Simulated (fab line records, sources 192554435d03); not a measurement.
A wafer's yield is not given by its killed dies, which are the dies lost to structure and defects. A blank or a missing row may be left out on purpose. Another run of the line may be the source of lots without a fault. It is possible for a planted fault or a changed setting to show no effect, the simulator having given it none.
Which tool is to blame?	flow n5-finfet	22 lots, 66 wafers sampled, at 6 steps of a route of 1938

## WHAT EACH GAUGE READ, for each wafer
The record lacks any reading of a measuring or inspecting step that a usual standard deviation could be used to judge.

## WHAT TOOL EACH LOT RAN ON (gives the tool, then ch and the chambers of the sampled wafers, and finally the start)
lot	N5_BEOL_M5_STRIP_19	N5_BEOL_M5_ETCH_75	N5_BEOL_M5_ETCH_67	N5_BEOL_M5_ETCH_41	N5_BEOL_M5_ANNEAL_84	N5_BEOL_M6_CURE_74
L074	rie-diel-03 ch 0,2, day 7 22:48	rie-diel-03 ch 1,3, day 8 01:07	rie-diel-03 ch 1,3, day 8 01:08	rie-diel-03 ch 1,3, day 8 05:23 or earlier	pvd-sputter-03, day 8 05:23	uv-cure-03 ch 0, day 8 09:01
L075	rie-diel-01 ch 0,1,3, day 8 17:56	rie-diel-03 ch 1,2,3, day 8 18:40	rie-diel-03 ch 1,2,3, day 8 18:41	rie-diel-03 ch 1,2,3, day 8 23:25 or earlier	pvd-sputter-02, day 8 23:25	uv-cure-03 ch 1, day 9 02:42
L077	rie-diel-01 ch 0,1,2, day 9 00:41	rie-diel-05 ch 0,2, day 9 02:11	rie-diel-05 ch 0,2, day 9 02:13	rie-diel-05 ch 0,2, day 9 06:28 or earlier	pvd-sputter-03, day 9 06:28	uv-cure-01 ch 0, day 9 09:49
L076	rie-diel-03 ch 0,2,3, day 9 00:56	rie-diel-01 ch 1,2,3, day 9 02:22	rie-diel-01 ch 1,2,3, day 9 02:23	rie-diel-01 ch 1,2,3, day 9 06:20 or earlier	pvd-sputter-01, day 9 06:20	uv-cure-03 ch 2, day 9 09:51
L079	rie-diel-03 ch 0,1, day 9 09:51	rie-diel-01 ch 0,1,2, day 9 10:23	rie-diel-01 ch 0,1,2, day 9 10:25	rie-diel-01 ch 0,1,2, day 9 15:17 or earlier	pvd-sputter-01, day 9 15:17	uv-cure-02 ch 2, day 9 18:34
L081	rie-diel-05 ch 0,1, day 9 10:35	rie-diel-01 ch 0,1, day 9 13:16	rie-diel-01 ch 0,1, day 9 13:17	rie-diel-01 ch 0,1, day 9 17:39 or earlier	pvd-sputter-03, day 9 17:39	uv-cure-01 ch 2, day 9 21:01
L082	rie-diel-05 ch 0,2, day 10 02:29	rie-diel-03 ch 1,2,3, day 10 03:10	rie-diel-03 ch 1,2,3, day 10 03:11	rie-diel-03 ch 1,2,3, day 10 09:20 or earlier	pvd-sputter-01, day 10 09:20	uv-cure-03 ch 1, day 10 12:50
L083	rie-diel-01 ch 2,3, day 10 05:10	rie-diel-05 ch 0,2, day 10 08:38	rie-diel-05 ch 0,2, day 10 08:39	rie-diel-05 ch 0,2, day 10 12:45 or earlier	pvd-sputter-02, day 10 12:45	uv-cure-01 ch 0, day 10 16:28
L084	rie-diel-05 ch 1,3, day 10 22:49	rie-diel-03 ch 1,2, day 11 01:38	rie-diel-03 ch 1,2, day 11 01:39	rie-diel-03 ch 1,2, day 11 06:53 or earlier	pvd-sputter-02, day 11 06:53	uv-cure-03 ch 2, day 11 10:30
L085	rie-diel-01 ch 0,2,3, day 10 23:28	rie-diel-05 ch 0,1, day 11 01:25	rie-diel-05 ch 0,1, day 11 01:26	rie-diel-05 ch 0,1, day 11 05:55 or earlier	pvd-sputter-03, day 11 05:55	uv-cure-03 ch 2, day 11 09:16
L088	rie-diel-01 ch 0,2,3, day 11 05:51	rie-diel-01 ch 0,2,3, day 11 06:32	rie-diel-01 ch 0,2,3, day 11 06:34	rie-diel-01 ch 0,2,3, day 11 10:39 or earlier	pvd-sputter-01, day 11 10:39	uv-cure-02 ch 1, day 11 14:26
L086	rie-diel-01 ch 0,2,3, day 11 06:17	rie-diel-01 ch 2,3, day 11 07:00	rie-diel-01 ch 2,3, day 11 07:01	rie-diel-01 ch 2,3, day 11 11:11 or earlier	pvd-sputter-03, day 11 11:11	uv-cure-03 ch 1, day 11 14:49
L087	rie-diel-03 ch 1,2, day 11 23:11	rie-diel-01 ch 1,2,3, day 11 23:49	rie-diel-01 ch 1,2,3, day 11 23:50	rie-diel-01 ch 1,2,3, day 12 05:20 or earlier	pvd-sputter-03, day 12 05:20	uv-cure-03 ch 1, day 12 08:36
L089	rie-diel-03 ch 2,3, day 12 03:01	rie-diel-05 ch 1,3, day 12 05:12	rie-diel-05 ch 1,3, day 12 05:13	rie-diel-05 ch 1,3, day 12 09:07 or earlier	pvd-sputter-02, day 12 09:07	uv-cure-02 ch 2, day 12 12:31
L090	rie-diel-05 ch 0,1, day 12 07:37	rie-diel-03 ch 1,2,3, day 12 10:41	rie-diel-03 ch 1,2,3, day 12 10:43	rie-diel-03 ch 1,2,3, day 12 16:39 or earlier	pvd-sputter-01, day 12 16:39	uv-cure-02 ch 2, day 12 20:24
L091	rie-diel-01 ch 0,1,2, day 12 12:20	rie-diel-05 ch 1,2, day 12 16:18	rie-diel-05 ch 1,2, day 12 16:19	rie-diel-05 ch 1,2, day 12 20:22 or earlier	pvd-sputter-03, day 12 20:22	uv-cure-01 ch 2, day 13 00:02
L092	rie-diel-05 ch 0,2,3, day 12 13:21	rie-diel-01 ch 0,1,3, day 12 16:14	rie-diel-01 ch 0,1,3, day 12 16:16	rie-diel-01 ch 0,1,3, day 12 20:07 or earlier	pvd-sputter-02, day 12 20:07	uv-cure-03 ch 0, day 12 23:23
L093	rie-diel-03 ch 1,2,3, day 12 13:32	rie-diel-03 ch 0,1, day 12 16:45	rie-diel-03 ch 0,1, day 12 16:46	rie-diel-03 ch 0,1, day 12 22:28 or earlier	pvd-sputter-01, day 12 22:28	uv-cure-03 ch 0, day 13 01:56
L094	rie-diel-03 ch 0,1,2, day 13 08:02	rie-diel-05 ch 0,3, day 13 08:56	rie-diel-05 ch 0,3, day 13 08:58	rie-diel-05 ch 0,3, day 13 14:16 or earlier	pvd-sputter-02, day 13 14:16	uv-cure-01 ch 2, day 13 17:40
L095	rie-diel-01 ch 0,1, day 13 13:26	rie-diel-05 ch 0,1, day 13 15:41	rie-diel-05 ch 0,1, day 13 15:42	rie-diel-05 ch 0,1, day 13 21:37 or earlier	pvd-sputter-01, day 13 21:37	uv-cure-02 ch 0, day 14 01:07
L096	rie-diel-05 ch 0,2, day 13 16:57	rie-diel-05 ch 1,2,3, day 13 19:11	rie-diel-05 ch 1,2,3, day 13 19:12	rie-diel-05 ch 1,2,3, day 13 23:55 or earlier	pvd-sputter-03, day 13 23:55	uv-cure-01 ch 1, day 14 03:33
L097	rie-diel-05 ch 1,2, day 13 17:28	rie-diel-05 ch 0,2,3, day 13 18:48	rie-diel-05 ch 0,2,3, day 13 18:49	rie-diel-05 ch 0,2,3, day 13 23:52 or earlier	pvd-sputter-02, day 13 23:52	uv-cure-02 ch 2, day 14 03:31
- N5_BEOL_M5_STRIP_19: strips in O2.
- N5_BEOL_M5_ETCH_75: etches underlayer in N2/H2, target depth 6.5 nm, time 5.2 s.
- N5_BEOL_M5_ETCH_67: etches SiARC in CF4, target depth 15.6 nm, time 26 s.
- N5_BEOL_M5_ETCH_41: etches SiCN in CH3F/O2, target depth 31.5 nm, time 56.7 s.
- N5_BEOL_M5_ANNEAL_84: time 1800 s.
- N5_BEOL_M6_CURE_74: cures SiCOH lowk, time 240 s.

## AS READ BY THE TOOLS THEMSELVES (means over the sampled wafers that have a number; for cases with no such wafer, the mark the record gives instead)
N5_BEOL_M5_STRIP_19.
lot	tool	drypump-motor-current-A (A)	oes-product-au (a.u.)	rf-vpp-V (V)	showerhead-plenum-p-Torr (Torr)	throttle-valve-pct (%)
L074	rie-diel-03	5.6	0.71	3.9	2.08	16.82
L075	rie-diel-01	6.0	0.71	3.6	2.02	16.69
L077	rie-diel-01	5.8	0.75	3.9	2.04	16.72
L076	rie-diel-03	6.1	0.77	3.5	2.06	16.55
L079	rie-diel-03	5.3	0.84	3.7	2.04	16.71
L081	rie-diel-05	5.7	0.81	3.7	2.08	16.45
L082	rie-diel-05	5.9	0.82	3.2	2.08	16.38
L083	rie-diel-01	5.8	0.83	3.0	2.03	16.49
L084	rie-diel-05	5.5	0.88	3.6	2.12	16.44
L085	rie-diel-01	6.0	0.77	3.8	2.05	16.65
L088	rie-diel-01	6.0	0.77	4.0	2.04	16.64
L086	rie-diel-01	6.0	0.77	3.2	2.04	16.64
L087	rie-diel-03	4.9	0.83	3.9	2.05	16.77
L089	rie-diel-03	6.0	0.82	3.7	2.04	16.37
L090	rie-diel-05	6.1	0.77	3.8	2.05	16.65
L091	rie-diel-01	5.8	0.83	2.9	2.12	16.59
L092	rie-diel-05	5.9	0.83	3.8	2.08	16.51
L093	rie-diel-03	5.4	0.81	3.9	2.04	16.58
L094	rie-diel-03	5.5	0.83	4.7	2.05	16.67
L095	rie-diel-01	5.9	0.78	3.6	2.14	16.75
L096	rie-diel-05	6.2	0.79	3.6	2.05	16.64
L097	rie-diel-05	5.6	0.80	3.4	2.10	16.27

N5_BEOL_M5_ETCH_75.
lot	tool	drypump-motor-current-A (A)	etch-rf-on-time-s (s)	oes-product-au (a.u.)	rf-vpp-V (V)	showerhead-plenum-p-Torr (Torr)	throttle-valve-pct (%)
L074	rie-diel-03	5.8	4.96	0.80	523.1	2.51	17.74
L075	rie-diel-03	5.4	4.98	0.73	522.9	2.51	17.92
L077	rie-diel-05	6.2	5.15	0.69	524.0	2.51	17.88
L076	rie-diel-01	5.9	5.27	0.65	521.7	2.44	17.79
L079	rie-diel-01	5.8	5.24	0.64	521.6	2.46	17.82
L081	rie-diel-01	5.8	5.29	0.58	520.9	2.43	17.90
L082	rie-diel-03	5.4	4.98	0.72	522.9	2.51	17.94
L083	rie-diel-05	5.9	5.15	0.71	522.9	2.54	17.72
L084	rie-diel-03	5.0	5.04	0.66	523.7	2.50	18.10
L085	rie-diel-05	6.1	5.19	0.66	522.0	2.50	17.91
L088	rie-diel-01	6.0	5.24	0.66	522.6	2.47	17.79
L086	rie-diel-01	5.9	5.25	0.69	523.0	2.45	17.69
L087	rie-diel-01	5.9	5.20	0.72	524.3	2.53	17.64
L089	rie-diel-05	5.5	4.93	0.76	525.2	2.60	17.83
L090	rie-diel-03	5.4	4.95	0.70	523.1	2.50	17.96
L091	rie-diel-05	5.6	5.26	0.69	524.6	2.56	17.53
L092	rie-diel-01	6.0	5.25	0.68	524.6	2.55	17.75
L093	rie-diel-03	5.3	5.10	0.75	521.8	2.49	17.89
L094	rie-diel-05	5.8	4.80	0.74	523.4	2.57	18.05
L095	rie-diel-05	5.7	5.33	0.65	522.6	2.52	17.73
L096	rie-diel-05	5.5	5.13	0.71	524.9	2.58	17.70
L097	rie-diel-05	5.9	5.00	0.70	522.9	2.55	17.91

N5_BEOL_M5_ETCH_67.
lot	tool	drypump-motor-current-A (A)	etch-rf-on-time-s (s)	oes-product-au (a.u.)	rf-vpp-V (V)	showerhead-plenum-p-Torr (Torr)	throttle-valve-pct (%)
L074	rie-diel-03	5.8	24.4	0.80	183.6	2.11	15.32
L075	rie-diel-03	5.4	24.6	0.75	183.9	2.11	15.55
L077	rie-diel-05	6.2	25.5	0.70	183.3	2.10	15.48
L076	rie-diel-01	5.9	26.1	0.65	183.9	2.06	15.56
L079	rie-diel-01	5.8	26.2	0.65	183.2	2.08	15.61
L081	rie-diel-01	5.8	26.6	0.59	182.6	2.06	15.73
L082	rie-diel-03	5.4	24.8	0.72	183.8	2.11	15.57
L083	rie-diel-05	5.9	25.8	0.70	183.9	2.12	15.29
L084	rie-diel-03	5.0	25.5	0.65	182.8	2.12	15.82
L085	rie-diel-05	6.1	25.5	0.67	182.8	2.10	15.60
L088	rie-diel-01	6.0	26.4	0.65	182.9	2.09	15.58
L086	rie-diel-01	5.8	26.0	0.69	183.5	2.07	15.48
L087	rie-diel-01	5.9	25.7	0.73	184.3	2.14	15.43
L089	rie-diel-05	5.4	24.9	0.75	184.3	2.18	15.47
L090	rie-diel-03	5.4	25.0	0.70	184.2	2.10	15.60
L091	rie-diel-05	5.6	26.9	0.69	184.5	2.15	15.20
L092	rie-diel-01	6.0	26.3	0.69	183.0	2.15	15.55
L093	rie-diel-03	5.3	25.4	0.75	183.6	2.11	15.68
L094	rie-diel-05	5.8	24.2	0.74	184.0	2.14	15.61
L095	rie-diel-05	5.8	26.4	0.66	184.5	2.13	15.51
L096	rie-diel-05	5.6	26.1	0.71	184.1	2.16	15.37
L097	rie-diel-05	5.9	25.1	0.71	183.6	2.13	15.49

N5_BEOL_M5_ETCH_41.
lot	tool	drypump-motor-current-A (A)	oes-product-au (a.u.)	rf-vpp-V (V)	showerhead-plenum-p-Torr (Torr)	throttle-valve-pct (%)
L074	rie-diel-03	5.8	0.92	296.8	1.95	15.92
L075	rie-diel-03	5.4	0.86	296.6	1.96	16.19
L077	rie-diel-05	6.2	0.80	297.7	1.96	16.20
L076	rie-diel-01	5.9	0.77	296.0	1.92	16.28
L079	rie-diel-01	5.8	0.75	296.5	1.94	16.33
L081	rie-diel-01	5.8	0.68	296.6	1.92	16.42
L082	rie-diel-03	5.4	0.82	296.6	1.96	16.22
L083	rie-diel-05	5.9	0.83	296.7	1.99	16.04
L084	rie-diel-03	5.0	0.77	297.0	1.97	16.50
L085	rie-diel-05	6.1	0.78	297.2	1.96	16.29
L088	rie-diel-01	6.0	0.76	296.4	1.95	16.30
L086	rie-diel-01	5.8	0.81	297.0	1.94	16.20
L087	rie-diel-01	5.9	0.85	297.5	2.00	16.14
L089	rie-diel-05	5.5	0.88	298.1	2.04	16.21
L090	rie-diel-03	5.4	0.81	297.2	1.95	16.26
L091	rie-diel-05	5.6	0.81	297.5	2.02	15.95
L092	rie-diel-01	6.0	0.79	297.6	2.01	16.25
L093	rie-diel-03	5.3	0.88	296.7	1.96	16.34
L094	rie-diel-05	5.8	0.85	297.4	2.00	16.33
L095	rie-diel-05	5.7	0.76	297.8	1.99	16.22
L096	rie-diel-05	5.5	0.82	297.7	2.02	16.09
L097	rie-diel-05	5.9	0.83	297.3	1.99	16.20

N5_BEOL_M5_ANNEAL_84.
lot	tool	heater-power-w (W)
L074	pvd-sputter-03	798
L075	pvd-sputter-02	792
L077	pvd-sputter-03	840
L076	pvd-sputter-01	877
L079	pvd-sputter-01	864
L081	pvd-sputter-03	767
L082	pvd-sputter-01	887
L083	pvd-sputter-02	740
L084	pvd-sputter-02	773
L085	pvd-sputter-03	823
L088	pvd-sputter-01	858
L086	pvd-sputter-03	868
L087	pvd-sputter-03	800
L089	pvd-sputter-02	764
L090	pvd-sputter-01	867
L091	pvd-sputter-03	722
L092	pvd-sputter-02	743
L093	pvd-sputter-01	866
L094	pvd-sputter-02	786
L095	pvd-sputter-01	872
L096	pvd-sputter-03	825
L097	pvd-sputter-02	827

N5_BEOL_M6_CURE_74.
lot	tool	lamp-power-pct (%)	wafer_temp_C_max
L074	uv-cure-03	52.31	386.6
L075	uv-cure-03	52.32	387.0
L077	uv-cure-01	52.33	386.7
L076	uv-cure-03	52.32	386.5
L079	uv-cure-02	52.33	386.2
L081	uv-cure-01	52.27	386.2
L082	uv-cure-03	52.33	387.0
L083	uv-cure-01	52.29	386.8
L084	uv-cure-03	52.34	386.8
L085	uv-cure-03	52.33	386.9
L088	uv-cure-02	52.29	387.8
L086	uv-cure-03	52.30	386.9
L087	uv-cure-03	52.27	386.6
L089	uv-cure-02	52.29	385.6
L090	uv-cure-02	52.33	385.8
L091	uv-cure-01	52.31	386.1
L092	uv-cure-03	52.29	387.1
L093	uv-cure-03	52.34	387.1
L094	uv-cure-01	52.26	386.2
L095	uv-cure-02	52.29	386.5
L096	uv-cure-01	52.31	387.9
L097	uv-cure-02	52.31	386.0

## THE ANSWER, worked out from the rows above alone
Rule: usual is defined by the lots themselves. Put in order of their means at a reading, lots are off if they are a third of the lots or fewer, leave a main group of 4 or more, and stand apart from it by a gap of 3 or more times the standard deviation of the main group's means; of several such gaps the widest counts. A main group is skipped when, at the precision printed for the reading in the tables above, its means are all equal. A lot without any number at a reading at which 4 lots or more have one is off too. The other lots that the step has rows for count as sound. After the gauges, taken in route order, come the tools' own readings; for these a lot's mean is taken, as printed above. The first step at which some lot is off is used, and at that step the reading that is off furthest; a lot without a number counts as furthest.
Across all readings shown, no lot is off: no conclusion can be drawn from this.

## WHAT WAS PUT IN BY THE SIMULATOR
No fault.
